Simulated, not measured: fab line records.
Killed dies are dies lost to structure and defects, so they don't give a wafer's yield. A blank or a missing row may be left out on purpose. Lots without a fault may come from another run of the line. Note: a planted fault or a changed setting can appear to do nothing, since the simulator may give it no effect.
Struck lot and sound lot, side by side	flow nand-harc	14 steps out of a route of 1302
Sound: these wafers, L212.2, L212.3, L212.6. Struck: wafer L224.5 (L224.4, L224.6, from the same lot, were not struck and are left out); the cause is given at the end.
At each step with rows: each side's tool, then ch and its chambers, then its first start. Under that, the readings that differ: sound wafers	struck wafers	difference of the means	sigmas: that difference in standard deviations of wafers without a fault.
alike: a reading whose means differ by less than 2 such deviations, as well as words and numbers matching on both sides. not compared: withheld readings; readings where some wafer has no value; bounds like >300 that might hide an equal value; numbers whose values overlap and for which the record gives no deviation.
The two part at a step that has a row with sigmas, a row that says differs or no value, or rows on one side only. Numbers that don't overlap but have no deviation are shown without sigmas and don't part them. A reading that every wafer of one side lacks parts them only if that side has two wafers or more.

NHARC_P_GATE_DESCUM_31: chemistry O2, time 3 s.
  sound on rie-diel-02 ch 0,3, day 8 14:22; struck on rie-diel-09 ch 3, day 13 17:53
  alike: drypump-motor-current-A, oes-product-au, rf-vpp-V, showerhead-plenum-p-Torr, throttle-valve-pct
  not compared: rf-hours-counter-h
then, 1 step without rows for these wafers: NHARC_P_GATE_ETCH_104 (etches the open film in CF4/CHF3, target depth 60 nm).
NHARC_P_GATE_HM_OPEN_105: chemistry O2/COS, target depth 360 nm.
  sound: rie-diel-02 ch 0,2,3; struck: rie-diel-09 ch 0
  alike: drypump-motor-current-A, oes-product-au, rf-vpp-V, showerhead-plenum-p-Torr, throttle-valve-pct
  not compared: rf-hours-counter-h
then, 2 steps without rows for these wafers: NHARC_P_GATE_STRIP_106 (strips in O2/COS); NHARC_P_GATE_ETCH_114 (etches the open film in CF4/O2, target depth 30 nm, overetch 3 nm, time 16.5 s).
NHARC_P_GATE_ETCH_32: etches the open film in HBr/Cl2, target depth 150 nm, time 100.1 s.
  sound on rie-si-02 ch 0,1,3, day 8 14:56; struck on rie-si-02 ch 2, day 13 18:21
  alike: drypump-motor-current-A, oes-product-au, throttle-valve-pct
  not compared: rf-hours-counter-h
then, 1 step without rows for these wafers: NHARC_P_GATE_STRIP_108 (strips in O2).
NHARC_P_GATE_CD_MEAS_33:
  struck on cd-sem-02, day 13 18:46; sound on cd-sem-02, day 8 15:14
  alike: cd-nm
then, 3 steps without rows for these wafers: NHARC_P_GATE_STRIP_35 (strips in SPM, time 600 s); NHARC_P_GATE_PRECLEAN_73 (cleans in SC1); NHARC_P_GATE_SRD_74.
NHARC_P_GATE_ALD_36: deposits SiNx, target thk 20 nm, pulse time 60 s, ald cycles 223.
  sound on ald-sin-04 ch 1,2, day 8 15:46; struck on ald-sin-01 ch 2, day 14 00:29
reading	sound	struck	difference	sigmas
heater-power-w (W)	831 993 826	686	-197	-2
  alike: precursor-pulse-height-rel
NHARC_P_GATE_ETCHBACK_37: etches the open film in CHF3/O2, target depth 34.5 nm, time 17.2 s.
  sound on rie-diel-13 ch 0,1,3, day 9 03:29; struck on rie-diel-13 ch 3, day 14 04:45
reading	sound	struck	difference	sigmas
run-length-s (s)	38.8 37.9 38.3	47.3	+9.0	+26
throttle-valve-pct (%)	20.556 20.583 20.562	20.603	+0.036	+4
  alike: drypump-motor-current-A, oes-product-au, rf-vpp-V, showerhead-plenum-p-Torr
  not compared: rf-hours-counter-h
NHARC_P_GATE_STRIP_101: strips in O2, time 20 s.
  sound on rie-diel-13 ch 1,3, day 9 03:35; struck on rie-diel-13 ch 0, day 14 04:50
  alike: drypump-motor-current-A, oes-product-au, rf-vpp-V, showerhead-plenum-p-Torr, throttle-valve-pct
  not compared: rf-hours-counter-h

WHERE THEY PART
Last at NHARC_P_GATE_ETCHBACK_37 as far as this record goes, first at NHARC_P_GATE_ALD_36. Later steps at which nothing parts them and some readings are alike: NHARC_P_GATE_STRIP_101.

WHY: the cause the simulator had injected
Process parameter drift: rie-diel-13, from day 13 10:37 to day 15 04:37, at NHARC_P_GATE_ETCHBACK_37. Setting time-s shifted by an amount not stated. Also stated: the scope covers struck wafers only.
